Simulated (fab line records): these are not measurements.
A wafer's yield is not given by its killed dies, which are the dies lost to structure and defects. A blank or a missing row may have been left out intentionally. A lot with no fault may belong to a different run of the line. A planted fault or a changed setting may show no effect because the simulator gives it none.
Commonality check across tools ; flow nand-harc ; Sample size 11 lots and 33 wafers

THE REASON FOR OPENING IT
Flagged at NHARC_P_STI_CD_MEAS_09: reading cd-nm, on 1 of 11 lots. No-fault wafers: 200 nm, standard deviation 4.
Rule: a lot is flagged when every wafer of it that has a number lies more than 4 standard deviations from that mean, or none has a number. All remaining lots are regarded as sound.

lot;measured;on;cd-nm (nm), wafer by wafer;flag
L306;day 2 07:23;cd-sem-02;196 198 198;
L309;day 3 04:41;cd-sem-03;201 207 198;
L311;day 3 14:05;cd-sem-02;208 209 205;
L312;day 3 22:50;cd-sem-01;199 198 201;
L313;day 4 04:58;cd-sem-03;203 208 200;
L314;day 4 11:27;cd-sem-02;202 204 202;
L316;day 4 19:41;cd-sem-03;196 199 196;
L317;day 5 05:34;cd-sem-02;194 197 198;
L319;day 5 16:48;cd-sem-02;196 196 198;
L322;day 6 11:08;cd-sem-03;230 231 229;FLAGGED
L329;day 8 04:35;cd-sem-03;200 198 200;
The numbers of the flagged lots are 230 nm on average: +30 nm against the usual, or +8 standard deviations.

WHICH TOOL RAN EACH LOT
The record holds 3 process steps before the reading, out of a route of 1159 steps. Read each cell as the tool, then ch plus the chambers that the sampled wafers visited, then the start.
lot;flag;NHARC_P_ZERO_WELL_DESCUM_26;NHARC_P_ZERO_WELL_DESCUM_39;NHARC_P_STI_EXPOSE_06
L306;;rie-diel-05 ch 1,2,3, day 1 14:45;rie-diel-13 ch 0,2, day 1 16:24;krf-scanner-02 ch 0, day 2 07:14
L309;;rie-diel-04 ch 2,3, day 2 08:37;rie-diel-05 ch 0,2, day 2 10:15;krf-scanner-01 ch 0, day 3 04:32
L311;;rie-diel-13 ch 0,1, day 2 20:45;rie-diel-04 ch 0,2,3, day 2 22:25;krf-scanner-02 ch 0, day 3 13:56
L312;;rie-diel-04 ch 1,2,3, day 3 02:40;rie-diel-04 ch 0,3, day 3 04:17;krf-scanner-02 ch 0, day 3 22:41
L313;;rie-diel-13 ch 0,2,3, day 3 08:46;rie-diel-04 ch 2,3, day 3 10:23;krf-scanner-01 ch 0, day 4 04:49
L314;;rie-diel-05 ch 1,2,3, day 3 14:39;rie-diel-04 ch 2,3, day 3 16:17;krf-scanner-01 ch 0, day 4 11:17
L316;;rie-diel-13 ch 1,2,3, day 4 02:48;rie-diel-05 ch 0,1, day 4 04:25;krf-scanner-01 ch 0, day 4 19:32
L317;;rie-diel-04 ch 0,2,3, day 4 08:37;rie-diel-13 ch 1,2,3, day 4 10:11;krf-scanner-01 ch 0, day 5 05:25
L319;;rie-diel-13 ch 0,2,3, day 4 20:43;rie-diel-04 ch 1,2,3, day 4 22:20;krf-scanner-02 ch 0, day 5 16:39
L322;FLAGGED;rie-diel-13 ch 0,3, day 5 14:45;rie-diel-13 ch 0,1,3, day 5 16:25;krf-scanner-01 ch 0, day 6 10:59
L329;;rie-diel-04 ch 0,1,3, day 7 08:32;rie-diel-04 ch 1,2,3, day 7 10:10;krf-scanner-02 ch 0, day 8 04:26
What the steps here do:
- NHARC_P_ZERO_WELL_DESCUM_26: chemistry O2, time 3 s.
- NHARC_P_ZERO_WELL_DESCUM_39: chemistry O2, time 3 s.
- NHARC_P_STI_EXPOSE_06: exposes mask P STI, target cd 200 nm.
- NHARC_P_STI_CD_MEAS_09: target cd 200 nm.

FLAGGED AGAINST TOTAL, ONE TOOL AT A TIME (gauges that did the reading follow at the end)
step;tool;lots run;flagged;share of the flagged lots;sound lots run after its first flagged lot
NHARC_P_ZERO_WELL_DESCUM_26;rie-diel-04;4;0;none;-
NHARC_P_ZERO_WELL_DESCUM_26;rie-diel-05;2;0;none;-
NHARC_P_ZERO_WELL_DESCUM_26;rie-diel-13;5;1;all;0
NHARC_P_ZERO_WELL_DESCUM_39;rie-diel-04;6;0;none;-
NHARC_P_ZERO_WELL_DESCUM_39;rie-diel-05;2;0;none;-
NHARC_P_ZERO_WELL_DESCUM_39;rie-diel-13;3;1;all;0
NHARC_P_STI_EXPOSE_06;krf-scanner-01;6;1;all;0
NHARC_P_STI_EXPOSE_06;krf-scanner-02;5;0;none;-
NHARC_P_STI_CD_MEAS_09;cd-sem-01;1;0;none;-
NHARC_P_STI_CD_MEAS_09;cd-sem-02;5;0;none;-
NHARC_P_STI_CD_MEAS_09;cd-sem-03;5;1;all;1 (L329)

WHAT THE TABLE PERMITS
4 rows of the table ran every flagged lot: rie-diel-13 at NHARC_P_ZERO_WELL_DESCUM_26, rie-diel-13 at NHARC_P_ZERO_WELL_DESCUM_39, krf-scanner-01 at NHARC_P_STI_EXPOSE_06, cd-sem-03 at NHARC_P_STI_CD_MEAS_09.
- rie-diel-13 at NHARC_P_ZERO_WELL_DESCUM_26: 1 of its 5 lots flagged. Its last sound lot is L319 (day 4 20:43), its first flagged lot L322 (day 5 14:45): a fault that began between those two fits.
- rie-diel-13 at NHARC_P_ZERO_WELL_DESCUM_39: 1 of its 3 lots flagged. Its last sound lot is L317 (day 4 10:11), its first flagged lot L322 (day 5 16:25): a fault that began between those two fits.
- krf-scanner-01 at NHARC_P_STI_EXPOSE_06: 1 of its 6 lots flagged. Its last sound lot is L317 (day 5 05:25), its first flagged lot L322 (day 6 10:59): a fault that began between those two fits.
- cd-sem-03 at NHARC_P_STI_CD_MEAS_09: 1 of its 5 lots flagged. Lots that were sound ran on it after the first flagged one (L329); a persistent fault on the entire tool would not allow that.
Because each of these 2 tools fits a fault that began at some hour, counting lots does not separate them. More lots, or a look at what each step does to the wafer, might.

WHAT THE SIMULATOR HAD PUT IN
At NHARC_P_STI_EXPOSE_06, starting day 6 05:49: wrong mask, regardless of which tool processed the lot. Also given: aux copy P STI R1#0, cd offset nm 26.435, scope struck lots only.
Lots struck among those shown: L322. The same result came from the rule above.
